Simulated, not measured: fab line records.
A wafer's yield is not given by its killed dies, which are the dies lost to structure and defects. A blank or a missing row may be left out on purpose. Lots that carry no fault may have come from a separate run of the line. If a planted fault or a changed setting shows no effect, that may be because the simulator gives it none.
A lot that was struck, set against a sound lot    flow n5-finfet    35 steps out of a route of 1938
Sound: wafers L835.1, L835.3, L835.4. The struck wafers were L837.1, L837.3, L837.6. The cause is given at the end.
At each step with rows: each side's tool, then ch and its chambers, then its first start. Under that, the readings that differ: sound wafers    struck wafers    difference of the means    sigmas: that difference in standard deviations of wafers without a fault.
alike: readings whose means differ by less than 2 such deviations, and words and numbers that are the same on both sides. not compared: withheld readings, readings that some wafer has no value for, bounds like >300 that may hide the same value, and numbers for which the record gives no deviation and whose values overlap.
The two part at a step that has a row with sigmas, a row that says differs or no value, or rows on one side only. Numbers that don't overlap but have no deviation are shown without sigmas and don't part them. Lack of a reading on every wafer of one side parts them only where that side has two or more wafers.

first, 2 steps without rows for these wafers: N5_BEOL_M1_ETCH_41 (etches SiCN in CH3F/O2, target depth 31.9 nm, time 57.8 s); N5_BEOL_M1_STRIP_97 (strips in N2/H2, time 10 s).
N5_BEOL_M1_OCD_MEAS_38:
  struck on ocd-02, day 9 04:59; sound on ocd-02, day 8 13:23
  alike: trench-depth-nm
then, 4 steps without rows for these wafers: N5_BEOL_M1_HM_STRIP_39 (strips TiN in peroxide tin strip, target depth 25 nm, time 158 s); N5_BEOL_M1_SRD_40 (time 30 s); N5_BEOL_M1_PRECLEAN_42 (cleans in residue remover, time 60 s); N5_BEOL_M1_SRD_43 (time 30 s).
N5_BEOL_M1_CD_MEAS_35: target cd 18 nm, target cd y 21 nm.
  struck on cd-sem-01, day 9 05:16; sound on cd-sem-02, day 8 13:32
  alike: cd-nm
N5_BEOL_M1_DEGAS_44: time 60 s.
  struck on pvd-sputter-03, day 9 05:41; sound on pvd-sputter-03, day 8 14:00
  alike: heater-power-w
N5_BEOL_M1_PRE_CLEAN_45: time 30 s.
  struck on pvd-sputter-03, day 9 05:44; sound on pvd-sputter-03, day 8 14:02
  alike: heater-power-w
N5_BEOL_M1_ALD_84: deposits TaN, pulse time 2 s, purge time 3 s, co reactant purge time 2 s.
  sound on ald-metal-03 ch 0,1,3, day 8 14:06; struck on ald-metal-04 ch 0,1,2, day 9 05:58
  alike: heater-power-w, mfc-carrier-sccm
next, for these wafers, 1 step has no rows: N5_BEOL_M1_SURFACE_TREAT_85.
N5_BEOL_M1_CVD_47: deposits Co from CCTBA/H2, target thk 3 nm, time 223.8 s.
  sound on cvd-co-02 ch 0,1,2, day 8 14:28; struck on cvd-co-02 ch 0,1, day 9 06:48
  no value came back on the struck wafers for chamber-pressure-Torr (Torr), run-length-s (s); on the sound wafers chamber-pressure-Torr (Torr) reads 29.95 29.94 29.83
then, 1 step without rows for these wafers: N5_BEOL_M1_SPUTTER_48 (material Cu, target thk 4.5 nm, time 8.29 s).
N5_BEOL_M1_ANNEAL_49: time 240 s.
  struck on pvd-sputter-02, day 9 07:19; sound on pvd-sputter-03, day 8 14:43
  alike: heater-power-w
then, 6 steps without rows for these wafers: N5_BEOL_M1_SPUTTER_79 (material Cu, target thk 4.5 nm, time 8.29 s); N5_BEOL_M1_ANNEAL_80 (time 240 s); N5_BEOL_M1_SPUTTER_81 (material Cu, target thk 4.5 nm, time 8.29 s); N5_BEOL_M1_ANNEAL_82 (time 240 s); N5_BEOL_M1_SPUTTER_86 (material Cu, target thk 4.5 nm, time 8.29 s); N5_BEOL_M1_ANNEAL_87 (time 240 s).
N5_BEOL_M1_SPUTTER_88: material Cu, target thk 4.5 nm, time 8.29 s.
  struck on pvd-sputter-02, day 9 08:13; sound on pvd-sputter-03, day 8 15:31
  alike: throttle-valve-pct
then, 10 steps without rows for these wafers: N5_BEOL_M1_ANNEAL_89 (time 240 s); N5_BEOL_M1_SPUTTER_90 (material Cu, target thk 4.5 nm, time 8.29 s); N5_BEOL_M1_ANNEAL_91 (time 240 s); N5_BEOL_M1_SPUTTER_92 (material Cu, target thk 4.5 nm, time 8.29 s); N5_BEOL_M1_ANNEAL_93 (time 240 s); N5_BEOL_M1_SPUTTER_94 (material Cu, target thk 4.5 nm, time 8.29 s); N5_BEOL_M1_ANNEAL_95 (time 240 s); N5_BEOL_M1_SPUTTER_96 (material Cu, target thk 4.5 nm, time 8.29 s); N5_BEOL_M1_ECD_50 (material Cu, target thk 300 nm); N5_BEOL_M1_ANNEAL_51 (time 90 s).
N5_BEOL_M1_CMP_52: polishes, stops on SiOC, t overpolish 6.8 s, target thk 40 nm.
  sound on cmp-03 ch 1,2,3, day 8 16:53; struck on cmp-04 ch 1,3, day 9 09:43
reading                       sound           struck          difference  sigmas
barrier-field-endpoint-s (s)  24.1 24.0 24.3  20.6 20.7 21.2  -3.3        -6
  alike: motor-current-A
  not compared: model.Cu_of_BEOL_M1_ECD_50.thk-nm
N5_BEOL_M4_RC_MEAS_101:
  the record has rows for the sound wafers here (prober-01 ch 0, day 9 23:56) and none for the struck ones
-- a jump in the record: the struck wafers' starts before and after are 6 days apart (it breaks off in module BEOL_M4 and resumes in module PASSIVATION, where the first step shown is number 1936 of the route) --
N5_PASSIVATION_PROBE_49:
  record: rows for the struck wafers here (prober-01, day 14 22:01), none for the sound ones

## WHERE THEY PART
At N5_BEOL_M1_CVD_47 first; at N5_PASSIVATION_PROBE_49 last (within this record only).

WHY: what the simulator had put in
Whole step skipped at N5_BEOL_M1_CVD_47 on cvd-co-02, starting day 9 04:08. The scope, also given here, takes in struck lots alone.
